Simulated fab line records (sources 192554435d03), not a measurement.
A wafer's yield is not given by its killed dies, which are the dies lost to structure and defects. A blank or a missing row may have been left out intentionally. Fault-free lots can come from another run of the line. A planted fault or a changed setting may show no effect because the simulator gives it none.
fab line records	flow n5_finfet
record: lots: 8	wafers: 24	last_day: 18
route steps=1938 shown MOL_CONTACT_COAG@587 BEOL_M4@1111 PASSIVATION@1936
lots with no fault: from the same line, run without faults
start_h: the number of hours between the record's first day and the start of the first shown wafer of the lot	wait_h: how many hours have passed since the lot's step before this one	" same as the row above	L1.1+2: several wafers, shown together as one row	- no value present, or no start provided	* or withheld: withheld	< > ~ a bound
route shown NAME@n: NAME is a module with steps in the file, n the number in the route of the first one	usual: average and standard deviation across the fault-free wafers	same: alike in all rows	chamber/n: place in a boat	sites: each site's reading	_std_site: standard deviation across them	_edge_site: inner sites' mean taken away from outer sites' mean	radius_mm: how far each site lies from the wafer's centre	mask NAME#n: copy n	behind: the tool/chamber that last shaped the wafer	hold: why the lot was held/for how many hours/how that ended	device: whichever transistor did not switch (one of n, p or np)	end of line: the same wafers' tests at the end of the route	for a step that has no rows: nothing shown but its recipe	killed: count of dies lost to structure and defects at first sort (not the wafer's yield)	map: shows each die of a wafer: x if killed, . if not, _ if none is there
set.NAME: setting as actually run; set.NAME@STEP: the setting as run at that earlier step	model.NAME: the simulator's own value behind a step, which no gauge read
one table for each step of the route and one row for each wafer, over a sample of lots
services: when a tool's chamber went out of use (start_h, in hours from the record's first day, below 0 if earlier), for how many hours, and the reason
== steps ==
step: N5_MOL_CONTACT_COAG_STRIP_96
recipe: chemistry: N2/H2	power_w: 500	temp_c: 40	pressure_mtorr: 50	rf_frequency_hz: 6e+07	overash_fraction: 0.3	bias_power_w: 28	h2_frac: 0.5	n2_flow_sccm: 300	h2_flow_sccm: 300
usual: bias_power_w: 27.99/0.08	chamber_pressure_mTorr: 50.01/0.055	drypump_motor_current_A: 5.6/0.38	oes_product_au: 0.82/0.09	rf_vpp_V: 122.1/1.4	showerhead_plenum_p_Torr: 3.40/0.1	temp_c: 40.00/0.12	throttle_valve_pct: 18.9/0.44
lot.wafer	tool	chamber	start_h	wait_h	bias_power_w	chamber_pressure_mTorr	drypump_motor_current_A	oes_product_au	rf_hours_counter_h	rf_vpp_V	showerhead_plenum_p_Torr	temp_c	throttle_valve_pct
L965.1	rie_diel-03	3	136.72	0.0	27.94	49.99	5.7	0.68	247	123.8	3.45	39.89	19.8
L965.3	"	0	"	"	27.97	50.00	5.1	0.90	23	121.0	3.29	39.98	18.8
L965.4	"	1	"	"	27.96	50.05	5.6	0.71	221	122.2	3.32	39.94	18.9
L968.3	rie_diel-04	2	155.45	0.0	28.02	49.99	5.7	0.88	38	120.6	3.43	40.08	18.4
L968.4	"	2	"	"	28.09	49.98	5.7	0.87	-	120.6	3.43	40.30	18.4
L968.5	"	3	"	"	28.10	49.96	5.5	0.91	-	121.4	3.42	39.76	18.3
L970.2	rie_diel-04	0	167.43	0.0	28.00	50.19	5.4	0.82	58	123.5	3.56	40.14	19.2
L970.4	"	0	"	"	28.03	50.04	5.4	0.83	-	121.5	3.56	40.26	19.2
L970.5	"	2	"	"	28.02	50.05	5.7	0.86	-	123.0	3.42	40.06	18.5
L971.2	rie_diel-03	2	170.91	0.0	28.05	50.03	5.7	0.89	25	124.4	3.56	39.92	18.4
L971.3	"	1	"	"	27.98	49.86	5.6	0.69	236	122.8	3.31	39.99	18.9
L971.6	"	2	"	"	28.04	50.07	5.7	0.89	-	122.7	3.56	39.92	18.4
L972.2	rie_diel-04	0	179.45	0.0	27.92	50.08	5.4	0.82	63	123.2	3.56	39.98	19.2
L972.3	"	2	"	"	27.98	50.06	5.7	0.85	47	122.4	3.42	39.90	18.4
L972.5	"	1	"	"	27.91	50.07	5.8	0.96	-	124.7	3.44	40.05	18.7
L978.3	rie_diel-03	3	212.42	0.0	27.84	50.06	5.7	0.95	11	122.5	3.44	39.94	19.4
L978.5	"	2	"	"	28.07	49.93	5.7	0.86	-	123.8	3.56	39.86	18.4
L978.6	"	3	"	"	27.99	50.03	5.7	0.97	-	123.2	3.44	39.90	19.4
L979.1	rie_diel-06	0	217.74	0.0	28.00	49.96	5.5	0.71	209	121.4	3.33	39.85	18.6
L979.4	"	3	"	"	27.97	50.01	6.5	0.70	221	123.7	3.46	40.20	19.6
L979.5	"	3	"	"	27.98	49.99	6.5	0.70	-	122.0	3.46	40.21	19.6
L982.2	rie_diel-04	1	243.09	0.0	27.93	50.02	5.7	0.89	26	123.8	3.43	40.03	18.7
L982.4	"	0	"	"	27.97	50.04	5.4	0.80	86	123.6	3.54	40.01	19.3
L982.5	"	1	"	"	27.95	49.96	5.8	0.91	-	120.9	3.43	40.02	18.7
step: N5_MOL_CONTACT_COAG_STRIP_119
recipe: chemistry: N2/H2	time_s: 30	power_w: 1000	temp_c: 250	pressure_mtorr: withheld	n2_flow_sccm: 1750	h2_flow_sccm: 3250
usual: drypump_motor_current_A: 5.9/0.61	h2_flow_sccm: 3252/10	heater_power_w: 341/26	temp_c: 249.98/0.19
lot.wafer	tool	chamber	start_h	wait_h	drypump_motor_current_A	h2_flow_sccm	heater_power_w	rf_hours_counter_h	temp_c
L965.1	plasma_asher-02	0	137.09	0.3	5.8	3266	326	44	249.73
L965.3	"	0	"	"	5.8	3251	325	-	250.11
L965.4	"	1	"	"	4.9	3264	397	-	249.69
L968.3	plasma_asher-02	1	155.59	0.1	4.9	3249	381	-	249.33
L968.4	"	0	"	"	5.7	3255	326	-	250.07
L968.5	"	0	"	"	5.7	3248	330	-	250.21
L970.2	plasma_asher-02	0	167.56	0.1	5.7	3276	326	55	250.11
L970.4	"	1	"	"	4.9	3267	388	-	250.08
L970.5	"	1	"	"	4.9	3257	388	-	250.28
L971.2	plasma_asher-01	0	171.03	0.1	6.1	3266	319	107	249.67
L971.3	"	1	"	"	6.6	3248	332	-	249.89
L971.6	"	0	"	"	6.1	3249	317	-	249.94
L972.2	plasma_asher-01	0	179.57	0.1	6.1	3252	320	108	250.06
L972.3	"	0	"	"	6.1	3267	321	-	249.78
L972.5	"	1	"	"	6.6	3265	333	-	250.03
L978.3	plasma_asher-01	1	212.56	0.1	6.6	3254	333	-	249.85
L978.5	"	1	"	"	6.6	3249	329	-	249.74
L978.6	"	0	"	"	6.1	3246	329	-	250.14
L979.1	plasma_asher-01	0	218.10	0.3	6.1	3249	321	122	250.22
L979.4	"	0	"	"	6.1	3240	322	-	250.21
L979.5	"	0	"	"	6.1	3251	324	-	250.05
L982.2	plasma_asher-01	1	243.21	0.1	6.6	3248	326	127	249.97
L982.4	"	0	"	"	6.1	3254	322	-	249.90
L982.5	"	0	"	"	6.1	3246	325	-	249.80
step: N5_MOL_CONTACT_COAG_VIA_ETCH_117
recipe: chemistry: C4F6/O2	target_depth_a: 400	overetch_a: 80	mask_material: SOC	target: SiO2	bias_w: 455	pressure_mtorr: 10	time_s: 26	source_w: 325	Ar_flow_sccm: 300	C4F6_flow_sccm: 10	O2_flow_sccm: 10	ion_energy_ev: 575.3	ends: end_point
usual: drypump_motor_current_A: 5.5/0.36	oes_product_au: 0.74/0.073	rf_vpp_V: 1588/16	showerhead_plenum_p_Torr: 2.87/0.087	throttle_valve_pct: 41.0/0.32
lot.wafer	tool	chamber	start_h	wait_h	drypump_motor_current_A	oes_product_au	rf_hours_counter_h	rf_vpp_V	showerhead_plenum_p_Torr	throttle_valve_pct
L965.1	rie_diel-04	0	138.39	0.0	5.4	0.75	47	1590	2.99	41.3
L965.3	"	3	"	"	5.5	0.81	19	1585	2.90	40.5
L965.4	"	2	"	"	5.7	0.78	31	1591	2.90	40.7
L968.3	rie_diel-06	2	156.64	0.0	5.0	0.74	84	1580	2.77	41.5
L968.4	"	3	"	"	6.5	0.65	200	1604	2.93	41.3
L968.5	"	0	"	"	5.5	0.66	-	1568	2.83	40.7
L970.2	rie_diel-06	3	168.87	0.0	6.5	0.65	204	1606	2.93	41.3
L970.4	"	1	"	"	5.3	0.68	130	1568	2.73	41.2
L970.5	"	1	"	"	5.3	0.68	-	1569	2.73	41.2
L971.2	rie_diel-03	2	172.62	0.0	5.6	0.80	26	1619	3.02	40.8
L971.3	"	0	"	"	5.0	0.79	39	1565	2.78	41.0
L971.6	"	0	"	"	5.1	0.79	-	1567	2.78	41.1
L972.2	rie_diel-04	1	180.93	0.0	5.7	0.84	5	1591	2.91	41.1
L972.3	"	0	"	"	5.4	0.73	63	1588	2.99	41.3
L972.5	"	2	"	"	5.7	0.76	-	1591	2.89	40.7
L978.3	rie_diel-04	3	213.60	0.0	5.5	0.77	47	1584	2.88	40.5
L978.5	"	1	"	"	5.8	0.82	-	1591	2.91	41.1
L978.6	"	0	"	"	5.4	0.72	-	1588	2.98	41.3
L979.1	rie_diel-03	0	219.29	0.0	5.1	0.76	55	1565	2.77	41.1
L979.4	"	2	"	"	5.7	0.78	-	1619	3.01	40.8
L979.5	"	3	"	"	5.7	0.83	-	1601	2.90	41.4
L982.2	rie_diel-03	0	244.40	0.0	5.0	0.75	68	1566	2.77	41.1
L982.4	"	3	"	"	5.7	0.83	24	1601	2.90	41.5
L982.5	"	2	"	"	5.7	0.76	-	1620	3.01	40.8
step: N5_MOL_CONTACT_COAG_STRIP_72
recipe: chemistry: N2/H2	power_w: 450	temp_c: 40	pressure_mtorr: 20	rf_frequency_hz: 6e+07	overash_fraction: 3	bias_power_w: 7	h2_frac: 0.5	n2_flow_sccm: 200	h2_flow_sccm: 200
usual: bias_power_w: 7.000/0.021	chamber_pressure_mTorr: 20.01/0.045	drypump_motor_current_A: 5.6/0.36	oes_product_au: 0.82/0.09	rf_vpp_V: 59.0/2.1	showerhead_plenum_p_Torr: 2.57/0.083	temp_c: 39.99/0.11	throttle_valve_pct: 23.6/0.39
lot.wafer	tool	chamber	start_h	wait_h	bias_power_w	chamber_pressure_mTorr	drypump_motor_current_A	oes_product_au	rf_hours_counter_h	rf_vpp_V	showerhead_plenum_p_Torr	temp_c	throttle_valve_pct
L965.1	rie_diel-04	0	138.51	0.0	7.029	20.01	5.5	0.84	47	63.8	2.70	40.04	24.0
L965.3	"	3	"	"	7.024	20.10	5.5	0.92	19	61.7	2.59	40.23	23.0
L965.4	"	2	"	"	7.011	20.01	5.7	0.89	31	61.9	2.60	40.00	23.2
L968.3	rie_diel-06	2	156.76	0.0	6.961	19.96	5.0	0.84	84	58.3	2.46	40.22	23.9
L968.4	"	3	"	"	6.991	19.96	6.5	0.72	200	59.7	2.62	40.02	24.1
L968.5	"	0	"	"	6.985	20.00	5.5	0.73	-	56.1	2.53	40.25	23.3
L970.2	rie_diel-06	3	168.99	0.0	-	-	-	-	-	-	-	-	-
L970.4	"	1	"	"	-	-	-	-	-	-	-	-	-
L970.5	"	1	"	"	-	-	-	-	-	-	-	-	-
L971.2	rie_diel-03	2	172.74	0.0	-	-	-	-	-	-	-	-	-
L971.3	"	0	"	"	-	-	-	-	-	-	-	-	-
L971.6	"	0	"	"	-	-	-	-	-	-	-	-	-
L972.2	rie_diel-04	1	181.05	0.0	-	-	-	-	-	-	-	-	-
L972.3	"	0	"	"	-	-	-	-	-	-	-	-	-
L972.5	"	2	"	"	-	-	-	-	-	-	-	-	-
L978.3	rie_diel-04	3	213.72	0.0	6.997	20.05	5.5	0.88	47	61.0	2.58	39.99	23.1
L978.5	"	1	"	"	7.005	20.03	5.8	0.93	-	54.4	2.60	39.85	23.5
L978.6	"	0	"	"	7.002	20.02	5.4	0.80	-	57.4	2.69	40.17	24.1
L979.1	rie_diel-03	0	219.41	0.0	7.008	20.01	5.1	0.86	55	57.8	2.47	40.09	23.7
L979.4	"	2	"	"	7.029	20.07	5.7	0.88	-	62.5	2.69	39.87	23.2
L979.5	"	3	"	"	6.994	19.99	5.7	0.96	-	58.6	2.60	40.02	24.1
L982.2	rie_diel-03	0	244.52	0.0	6.981	20.01	5.1	0.82	68	59.3	2.47	40.16	23.6
L982.4	"	3	"	"	7.020	20.04	5.7	0.91	24	58.0	2.60	40.00	24.1
L982.5	"	2	"	"	7.018	19.93	5.7	0.84	-	57.4	2.69	40.07	23.2
step: N5_BEOL_M4_RC_MEAS_101
usual: DIBL_N: 36.4/1.4	DIBL_P: 36.3/1.8	IOFF_N: 0.163/0.024	IOFF_P: 0.21/0.034	ION_N: 673/11	ION_P: 461/7.4	SS_N: 71.6/0.52	SS_P: 73.3/0.58	VT_N: 249.4/2.5	VT_P: -250/3.5
lot.wafer	tool	chamber	start_h	wait_h	DIBL_N[mV/V]	DIBL_P[mV/V]	IOFF_N[nA/um]	IOFF_P[nA/um]	ION_N[uA/um]	ION_P[uA/um]	SS_N[mV/dec]	SS_P[mV/dec]	VT_N[mV]	VT_P[mV]
L965.1	prober-01	0	199.09	0.0	37.5	36.9	0.177	0.25	684	470	72.3	73.5	250.3	-245
L965.3	"	0	"	"	35.5	34.4	0.136	0.20	668	464	71.2	72.7	249.4	-249
L965.4	"	0	"	"	38.3	37.3	0.186	0.27	677	467	71.6	73.2	249.5	-244
L968.3	prober-01	0	225.25	0.3	36.0	35.9	0.159	0.20	652	450	72.2	73.1	250.4	-250
L968.4	"	0	"	"	34.4	34.8	0.137	0.18	651	451	70.9	72.5	252.9	-254
L968.5	"	0	"	"	35.0	34.5	0.145	0.18	659	446	71.7	73.3	254.1	-253
L978.3	prober-02	0	283.50	0.3	37.2	37.3	0.153	0.21	674	457	72.6	73.9	250.4	-250
L978.5	"	0	"	"	36.8	36.7	0.150	0.20	665	459	71.8	73.5	252.3	-251
L978.6	"	0	"	"	36.7	37.1	0.156	0.21	679	463	71.8	73.9	251.0	-253
L979.1	prober-01	0	286.41	0.0	39.8	39.1	0.201	0.26	667	458	71.8	74.0	250.8	-245
L979.4	"	0	"	"	38.6	37.8	0.186	0.25	684	467	71.5	73.6	249.1	-245
L979.5	"	0	"	"	38.2	37.4	0.171	0.23	666	463	71.7	73.3	248.9	-247
L982.2	prober-01	0	306.09	0.2	37.4	35.5	0.158	0.23	674	466	71.0	73.2	249.3	-247
L982.4	"	0	"	"	40.3	38.7	0.217	0.30	691	465	72.4	73.9	245.3	-242
L982.5	"	0	"	"	36.6	33.9	0.146	0.22	656	458	71.6	72.1	254.2	-247
step: N5_PASSIVATION_PROBE_49
usual: defect_limited_yield: 91.4/1.6	killed_at_M0_to_M3: 34/12	killed_at_M4_up: 13/5.2	killed_at_contacts: 11/5.5	killed_at_front_end: 40/13	killed_at_other: 3.4/2.7	killed_dies: 102/19	killed_on_rim: 13/4.3	killed_open: 66/15	killed_short: 33/7.9	sort_bin_5_function: 5.1/1.1	sort_bin_6_memory: 3.2/0.7	sort_n_pass: 1078/19	sort_yield_pct: 91.4/1.6
same: gross_dies: 1180	killed_at_back_side: 0	sort_bin_4_leakage[%]: 0	sort_bin_8_speed[%]: 0
lot.wafer	tool	chamber	start_h	wait_h	defect_limited_yield[%]	killed_at_M0_to_M3	killed_at_M4_up	killed_at_contacts	killed_at_front_end	killed_at_other	killed_dies	killed_on_rim	killed_open	killed_short	sort_bin_5_function[%]	sort_bin_6_memory[%]	sort_n_pass	sort_yield_pct[%]
L965.3	prober-01	-	310.88	0.1	91.6	36	16	12	33	2	99	11	66	32	4.2	3.7	1081	91.6
L965.4	prober-01	-	310.93	0.2	88.7	46	19	7	61	0	133	11	84	49	6.8	3.9	1047	88.7
L968.4	prober-02	-	328.15	0.2	92.9	30	7	10	33	4	84	11	55	27	4.0	2.9	1096	92.9
L970.2	prober-02	-	341.65	0.1	0	60	13	1065	36	6	1180	152	85	49	95.0	4.5	0	0
L970.4	prober-02	-	341.75	0.2	0	63	22	1052	40	3	1180	152	92	58	94.9	4.5	0	0
L970.5	prober-02	-	341.80	0.2	0	47	3	1095	34	1	1180	152	71	33	96.4	3.4	0	0
L971.2	prober-01	-	357.12	0.1	0	16	16	1076	63	9	1180	152	78	32	95.9	3.8	0	0
L971.3	prober-01	-	357.17	0.1	0	33	15	1063	66	3	1180	152	84	37	95.3	4.5	0	0
L971.6	prober-01	-	357.32	0.3	0	14	16	1077	69	4	1180	152	71	32	96.5	3.2	0	0
L972.2	prober-01	-	370.00	0.2	0	39	8	1083	47	3	1180	152	66	37	96.3	3.3	0	0
L972.3	prober-01	-	370.05	0.3	0	40	14	1103	18	5	1180	152	57	27	96.9	2.8	0	0
L972.5	prober-01	-	370.15	0.4	0	31	13	1090	44	2	1180	152	57	42	96.2	3.4	0	0
killed by level:class
L965.3 MOL_CONTACT_COAG:geometric_particle:open=9 BEOL_M0_SAQP:geometric_particle:short=9 BEOL_M0_SAQP:geometric_particle:open=7 BEOL_M4:geometric_particle:open=7 FIN_SAQP:geometric_particle:short=6 BEOL_M2:geometric_particle:open=6 FIN_SAQP:geometric_particle:open=5 STI_FIN_REVEAL:geometric_particle:open=5
L965.4 STI_FIN_REVEAL:geometric_particle:open=21 BEOL_M2:geometric_particle:open=13 BEOL_M0_SAQP:geometric_particle:open=10 BEOL_M4:geometric_particle:open=10 FIN_SAQP:geometric_particle:short=8 BEOL_M0_SAQP:geometric_particle:short=7 FIN_SAQP:geometric_particle:open=6 BEOL_M0:geometric_particle:short=6
L968.4 STI_FIN_REVEAL:geometric_particle:open=11 MOL_CONTACT_COAG:geometric_particle:open=9 BEOL_M0_SAQP:geometric_particle:open=8 GATE_CUT:geometric_particle:short=7 BEOL_M2:geometric_particle:open=7 FIN_SAQP:geometric_particle:short=4 BEOL_M1:geometric_particle:open=4 BEOL_M0_SAQP:geometric_particle:short=4
L970.2 MOL_CONTACT_COAG:area_cvd=1044 BEOL_M0_SAQP:geometric_particle:open=19 MOL_CONTACT_COAG:geometric_particle:open=16 BEOL_M0_SAQP:geometric_particle:short=16 BEOL_M2:geometric_particle:open=8 BEOL_M3:geometric_particle:open=7 FIN_SAQP:geometric_particle:short=6 FIN_SAQP:geometric_particle:open=5
L970.4 MOL_CONTACT_COAG:area_cvd=1027 BEOL_M0_SAQP:geometric_particle:short=22 MOL_CONTACT_COAG:geometric_particle:open=18 BEOL_M4:geometric_particle:open=13 BEOL_M0_SAQP:geometric_particle:open=12 BEOL_M2:geometric_particle:open=12 FIN_SAQP:geometric_particle:short=10 FIN_SAQP:geometric_particle:open=8
L970.5 MOL_CONTACT_COAG:area_cvd=1075 MOL_CONTACT_COAG:geometric_particle:open=18 BEOL_M2:geometric_particle:open=17 BEOL_M0_SAQP:geometric_particle:open=10 BEOL_M0_SAQP:geometric_particle:short=10 STI_FIN_REVEAL:geometric_particle:open=6 GATE_CUT:geometric_particle:open=5 FIN_SAQP:geometric_particle:short=4
L971.2 MOL_CONTACT_COAG:area_cvd=1069 STI_FIN_REVEAL:geometric_particle:open=13 FIN_SAQP:geometric_particle:open=8 FIN_SAQP:geometric_particle:short=7 BEOL_M1:geometric_particle:open=7 STI_FIN_REVEAL:geometric_particle:short=6 DUMMY_GATE:geometric_particle:open=6 MOL_CONTACT_COAG:geometric_particle:open=6
L971.3 MOL_CONTACT_COAG:area_cvd=1058 FIN_SAQP:geometric_particle:open=19 FIN_SAQP:geometric_particle:short=13 STI_FIN_REVEAL:geometric_particle:open=13 BEOL_M0_SAQP:geometric_particle:short=7 BEOL_M0_SAQP:geometric_particle:open=6 BEOL_M0:geometric_particle:open=6 BEOL_M4:geometric_particle:open=5
L971.6 MOL_CONTACT_COAG:area_cvd=1075 STI_FIN_REVEAL:geometric_particle:open=26 FIN_SAQP:geometric_particle:open=12 FIN_SAQP:geometric_particle:short=6 STI_FIN_REVEAL:geometric_particle:short=4 SPACER0:geometric_particle:short=4 BEOL_M4:geometric_particle:open=4 STARTING-WAFER:geometric_particle:open=4
L972.2 MOL_CONTACT_COAG:area_cvd=1077 STI_FIN_REVEAL:geometric_particle:open=11 BEOL_M1:geometric_particle:open=10 FIN_SAQP:geometric_particle:short=8 BEOL_M0_SAQP:geometric_particle:open=7 FIN_SAQP:geometric_particle:open=6 BEOL_M1:geometric_particle:short=5 BEOL_M3:geometric_particle:short=5
L972.3 MOL_CONTACT_COAG:area_cvd=1095 BEOL_M1:geometric_particle:open=16 BEOL_M0_SAQP:geometric_particle:short=7 MOL_CONTACT_COAG:geometric_particle:open=7 BEOL_M4:geometric_particle:open=7 BEOL_M1:geometric_particle:short=6 FIN_SAQP:geometric_particle:open=5 FIN_SAQP:geometric_particle:short=5
L972.5 MOL_CONTACT_COAG:area_cvd=1081 FIN_SAQP:geometric_particle:open=11 BEOL_M0_SAQP:geometric_particle:short=8 FIN_SAQP:geometric_particle:short=7 MOL_CONTACT_COAG:geometric_particle:open=7 BEOL_M1:geometric_particle:open=6 STARTING-WAFER:geometric_particle:short=5 ILD0:geometric_particle:short=4
== services ==
tool	chamber	start_h	hours	kind
plasma_asher-01	-	135.25	28.1	pm
rie_diel-03	3	148.21	-	clean
rie_diel-03	3	148.21	-	consumable_replace:focus_ring
rie_diel-03	3	148.21	29.4	scheduled_down
rie_diel-03	3	148.21	29.4	vent_cycle
rie_diel-04	1	149.34	-	clean
rie_diel-04	1	149.34	-	consumable_replace:focus_ring
rie_diel-04	1	149.34	18.4	scheduled_down
rie_diel-04	1	149.34	18.4	vent_cycle
plasma_asher-02	-	184.37	34.4	repair
rie_diel-03	1	211.40	-	clean
rie_diel-03	1	211.40	-	consumable_replace:focus_ring
rie_diel-03	1	211.40	17.4	scheduled_down
rie_diel-03	1	211.40	17.4	vent_cycle
rie_diel-06	3	226.21	11.0	repair
== key ==
first_sign: step: N5_MOL_CONTACT_COAG_STRIP_72	reading: tool_record	direction: missing
effect: step: N5_PASSIVATION_PROBE_49	reading: killed_at_contacts	direction: up	sigmas: 99+	usual: 11	struck: 1078
more_kills_born_at: N5_MOL_CONTACT_COAG_CVD_140@cvd_w-01: 6399	N5_MOL_CONTACT_COAG_CVD_140@cvd_w-02: 3202
met_at N5_MOL_CONTACT_COAG_STRIP_72
struck_lots L970,L971,L972
later_rows_left_out L970.2,L970.4,L970.5,L971.2,L971.3,L971.6,L972.2,L972.3,L972.5
not_acting_at N5_MOL_CONTACT_COAG_STRIP_96,N5_MOL_CONTACT_COAG_STRIP_119,N5_MOL_CONTACT_COAG_VIA_ETCH_117
onset_between 156.76 168.99
fault: kind: skipped_step_whole	tool: rie_diel-03,rie_diel-04,rie_diel-06	chamber: -	onset_h: 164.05	steps: N5_MOL_CONTACT_COAG_STRIP_72	scope: struck_lots_only
later_rows_left_out: the simulator's readings of these wafers behind a module that went badly wrong aren't trusted and aren't shown, but for the sort
